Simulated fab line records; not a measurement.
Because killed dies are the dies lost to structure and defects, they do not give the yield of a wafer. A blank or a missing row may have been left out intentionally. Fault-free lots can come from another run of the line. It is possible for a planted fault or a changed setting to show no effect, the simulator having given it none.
Chamber matching | flow n5Finfet | N5_SDB_CMP_30 on cmp-02 has 4 sister chambers
The step polishes, stops on poly-Si, t overpolish 1.54 s, target thk 30 nm. 20 wafers are shown with their chamber, then 10 later ones without.

## EACH WAFER AND ITS CHAMBER
wafer  | chamber | motorCurrentA (A) | timeToEndpointS (s) | slurryFilterDpKPa (kPa)
L075.1 | 2       | 13.0              | 16.9                | 13.54
L075.3 | 1       | 11.8              | 16.4                | 13.66
L075.5 | 2       | 12.8              | 19.5                | 13.63
L080.2 | 3       | 13.3              | 18.3                | 13.46
L080.3 | 1       | 11.8              | 14.7                | 13.39
L080.6 | 3       | 13.7              | 19.0                | 13.54
L083.2 | 0       | 12.4              | 18.9                | 13.72
L083.3 | 3       | 13.8              | 17.3                | 13.29
L083.6 | 0       | 12.0              | 21.5                | 13.47
L084.1 | 3       | 13.0              | 16.8                | 13.64
L084.5 | 2       | 12.7              | 19.3                | 13.64
L084.6 | 1       | 11.5              | 17.7                | 13.42
L088.2 | 0       | 11.9              | 18.1                | 13.51
L088.3 | 2       | 11.7              | 18.7                | 13.56
L088.5 | 0       | 12.1              | 18.9                | 13.50
L093.3 | 1       | 11.8              | 17.8                | 13.27
L093.5 | 1       | 11.5              | 17.2                | 13.61
L093.6 | 0       | 11.8              | 21.1                | 13.63
L094.2 | 0       | 11.9              | 15.9                | 13.47
L094.5 | 3       | 13.5              | 17.5                | 13.39

SIGNATURES (averages over the wafers above)
reading           | chamber 0 | chamber 1 | chamber 2 | chamber 3 | scatter within a chamber
motorCurrentA     | 12.017    | 11.680    | 12.550    | 13.460    | 0.332
timeToEndpointS   | 19.067    | 16.760    | 18.600    | 17.780    | 1.48
slurryFilterDpKPa | 13.5500   | 13.4700   | 13.5925   | 13.4640   | 0.122
Rule: a wafer lies at a distance from a chamber equal to the root of the sum of squares, over the readings, of (its reading less the chamber's mean, divided by the reading's scatter). The wafer belongs to the nearest chamber; if the next one is less than 2 further off, it can't be placed. The scatter: take each reading less its chamber's mean, square it, sum over the shown wafers, divide by the number of wafers less the number of chambers, and take the root.

## WAFERS WITH NO CHAMBER GIVEN
wafer  | motorCurrentA (A) | timeToEndpointS (s) | slurryFilterDpKPa (kPa)
L094.6 | 11.5              | 18.6                | 13.50
L095.1 | 12.1              | 17.2                | 13.50
L095.2 | 12.8              | 16.3                | 13.37
L095.4 | 12.8              | 17.5                | 13.31
L096.4 | 11.6              | 15.5                | 13.69
L096.5 | 11.4              | 17.3                | 13.45
L096.6 | 10.9              | 14.0                | 13.58
L097.1 | 12.1              | 21.4                | 13.57
L097.2 | 12.1              | 19.8                | 13.71
L097.6 | 11.3              | 20.0                | 13.54

## EACH ONE'S CHAMBER
wafer  | from the rows above               | in truth
L094.6 | can't be placed: 1 or 0 or 2      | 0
L095.1 | can't be placed: 1 or 0 or 2      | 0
L095.2 | can't be placed: 3 or 2 or 0 or 1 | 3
L095.4 | can't be placed: 3 or 2 or 0 or 1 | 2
L096.4 | can't be placed: 1 or 0 or 2      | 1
L096.5 | can't be placed: 1 or 0           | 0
L096.6 | can't be placed: 1 or 0           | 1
L097.1 | can't be placed: 0 or 2 or 1      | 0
L097.2 | can't be placed: 0 or 2 or 1      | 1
L097.6 | can't be placed: 0 or 1 or 2      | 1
Correctly placed: 0 of 10. These rows do not allow placing 10 (true chamber among the candidates in 10). Wrongly placed: 0.
